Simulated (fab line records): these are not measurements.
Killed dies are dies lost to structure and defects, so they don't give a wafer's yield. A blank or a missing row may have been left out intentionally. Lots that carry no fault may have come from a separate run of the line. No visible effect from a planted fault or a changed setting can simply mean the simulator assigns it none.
Matching of chambers + flow nand harc + cmp-02 running NHARC_A_STAIRCASE_CMP_450: 4 sister chambers
The step polishes SiO2, target thk 200 nm. 4 wafers are shown with their chamber, then 8 later ones without.

WAFERS, EACH WITH ITS CHAMBER
| wafer  | chamber | motor current A (A) |
|--------|---------|---------------------|
| L084.2 | 2       | 11.7                |
| L084.3 | 0       | 13.2                |
| L084.6 | 3       | 12.0                |
| L091.1 | 1       | 13.5                |

WAFERS WITH NO CHAMBER GIVEN
| wafer  | motor current A (A) |
|--------|---------------------|
| L091.2 | 13.0                |
| L091.6 | 12.3                |
| L096.1 | 13.0                |
| L096.3 | 12.8                |
| L096.6 | 10.9                |
| L097.3 | 11.5                |
| L097.4 | 12.9                |
| L097.6 | 12.8                |

THE CHAMBER EACH PASSED THROUGH
| wafer  | from the rows above               | in truth |
|--------|-----------------------------------|----------|
| L091.2 | can't be placed: 0 or 1           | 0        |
| L091.6 | can't be placed: 3 or 2 or 0      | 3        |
| L096.1 | can't be placed: 0 or 1           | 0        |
| L096.3 | can't be placed: 0 or 1 or 3 or 2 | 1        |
| L096.6 | can't be placed: 2 or 3           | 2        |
| L097.3 | can't be placed: 2 or 3           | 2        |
| L097.4 | can't be placed: 0 or 1 or 3      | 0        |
| L097.6 | can't be placed: 0 or 1 or 3 or 2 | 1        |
Placed correctly: 0 of 8. From these rows, 8 cannot be placed; in 8 the true chamber is one of the candidates. 0 placed wrongly.
How it was worked out, from the rows above alone: a wafer's distance from a chamber is the root of the sum, over the readings, of the square of ((its reading less the chamber's mean) divided by the reading's scatter). If the next closest chamber is less than 2 further off than the closest, the wafer can't be placed; otherwise it belongs to the closest. A chamber's mean is the mean of its shown wafers. The scatter: with one shown wafer a chamber, the root of the mean of the squares of how far each hidden wafer lies from its nearest shown one.
